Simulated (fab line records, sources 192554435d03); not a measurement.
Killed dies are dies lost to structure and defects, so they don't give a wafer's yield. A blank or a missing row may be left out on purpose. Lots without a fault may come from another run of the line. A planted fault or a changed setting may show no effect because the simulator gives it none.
Split-lot experiment | flow n5_finfet | 7 lots, 21 wafers read, on a route of 1938 steps

THE SPLIT
At N5_BEOL_M4_COAT_22 (resist thk 30 nm), the setting spin_rpm was moved away from the recipe's 1500 rpm on 5 of the 21 wafers read, by -10.1% to +7.5%. The other wafers ran this setting at the recipe's value.

FROM THE SPLIT TO THE READING: what the file shows between them, 4 steps
- N5_BEOL_M4_EBR_24
- N5_BEOL_M4_SOFTBAKE_23: time 60 s
- N5_BEOL_M4_EXPOSE_25: exposes mask V3, defocus 5 nm
- N5_BEOL_M4_PEB_26: peb time 60 s

THE READING
CAR-EUV_of_BEOL_M4_COAT_22.thk_nm (the simulator's own value, which no gauge read), in nm, at N5_BEOL_M4_DEVELOP_27 (develop time 30 s). The file gives no usual value for it. The 16 wafers here that ran the recipe average 29.5 nm, standard deviation 0.1 nm.

wafer  | tool, chamber at the split | spin_rpm as run, rpm | against the recipe | CAR-EUV_of_BEOL_M4_COAT_22.thk_nm, nm | against lot-mates on the recipe
L079.3 | litho_track-04, 0          | 1500                 | recipe             | 29.6                                  | -
L079.6 | litho_track-04, 0          | 1500                 | recipe             | 29.6                                  | -
L079.4 | litho_track-04, 0          | 1573                 | +4.9%              | 28.8                                  | -0.8
L081.1 | litho_track-03, 0          | 1500                 | recipe             | 29.6                                  | -
L081.2 | litho_track-03, 0          | 1500                 | recipe             | 29.6                                  | -
L081.4 | litho_track-03, 0          | 1500                 | recipe             | 29.6                                  | -
L088.1 | litho_track-04, 0          | 1500                 | recipe             | 29.4                                  | -
L088.4 | litho_track-04, 0          | 1500                 | recipe             | 29.4                                  | -
L088.3 | litho_track-04, 0          | 1363                 | -9.1%              | 31                                    | +1.6
L091.2 | litho_track-03, 0          | 1455                 | -3.0%              | 30                                    | +0.6
L091.3 | litho_track-03, 0          | 1500                 | recipe             | 29.4                                  | -
L091.5 | litho_track-03, 0          | 1500                 | recipe             | 29.4                                  | -
L094.3 | litho_track-02, 0          | 1500                 | recipe             | 29.4                                  | -
L094.4 | litho_track-02, 0          | 1500                 | recipe             | 29.4                                  | -
L094.6 | litho_track-02, 0          | 1348                 | -10.1%             | 31                                    | +1.6
L096.3 | litho_track-03, 0          | 1500                 | recipe             | 29.4                                  | -
L096.4 | litho_track-03, 0          | 1500                 | recipe             | 29.6                                  | -
L096.6 | litho_track-03, 0          | 1500                 | recipe             | 29.6                                  | -
L095.2 | litho_track-04, 0          | 1613                 | +7.5%              | 28.4                                  | -1.1
L095.3 | litho_track-04, 0          | 1500                 | recipe             | 29.6                                  | -
L095.6 | litho_track-04, 0          | 1500                 | recipe             | 29.4                                  | -

THE FIT
A straight line over all 21 wafers: CAR-EUV_of_BEOL_M4_COAT_22.thk_nm changes by -0.152 nm for each +1% of spin_rpm; r = -0.99; the points scatter about the line by 0.097 nm.
The same after taking each lot's own level away (the mean of its wafers on the recipe; 21 wafers): -0.162 nm for each +1%; r = -0.99; scatter 0.067 nm.
On that fit, the largest move of spin_rpm shifts the reading by 1.6 nm.
The lots' own levels span 29.40 to 29.60 nm, that is 2.0 times the standard deviation above.
So the lot-to-lot level changes the slope little: the two slopes agree.
Check: with one of the wafers moved furthest among these (-10.1%) left out of the fit, the line predicts +1.69 nm for it against its lot-mates. It came out at +1.6 nm against them.

OTHER SPLITS ON THESE WAFERS
These wafers also went through other splits before the reading. Each is held against what the fit with the lots' levels taken away leaves over:
other split on the same wafers   | wafers away from the commonest value | r with CAR-EUV_of_BEOL_M4_COAT_22.thk_nm (lot level and that fit taken away)
N5_BEOL_M2_DESCUM_33 time_s      | 4                                    | +0.17
N5_BEOL_M2_TRENCH_ETCH_37 time_s | 5                                    | +0.12
N5_BEOL_M3_ETCH_64 bias_w        | 7                                    | +0.07
N5_BEOL_M3_COAT_22 spin_rpm      | 10                                   | -0.02
N5_BEOL_M4_ETCH_64 bias_w        | 9                                    | -0.02

THE WHOLE CHAIN: every reading that the file lists as answering this split, in the file's order
step                  | what it does      | reading                                                                            | change (the file's fit)               | r (the file's)
N5_BEOL_M4_COAT_22    | resist thk 30 nm  | CAR-EUV_of_BEOL_M4_COAT_22.thk_nm (the simulator's own value, which no gauge read) | -0.154 nm for each +1% of the setting | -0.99
N5_BEOL_M4_DEVELOP_27 | develop time 30 s | CAR-EUV_of_BEOL_M4_COAT_22.thk_nm (the simulator's own value, which no gauge read) | -0.163 nm for each +1% of the setting | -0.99

THE FILE'S OWN FIT
CAR-EUV_of_BEOL_M4_COAT_22.thk_nm changes by -0.163 nm for each +1% of spin_rpm, r = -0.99.
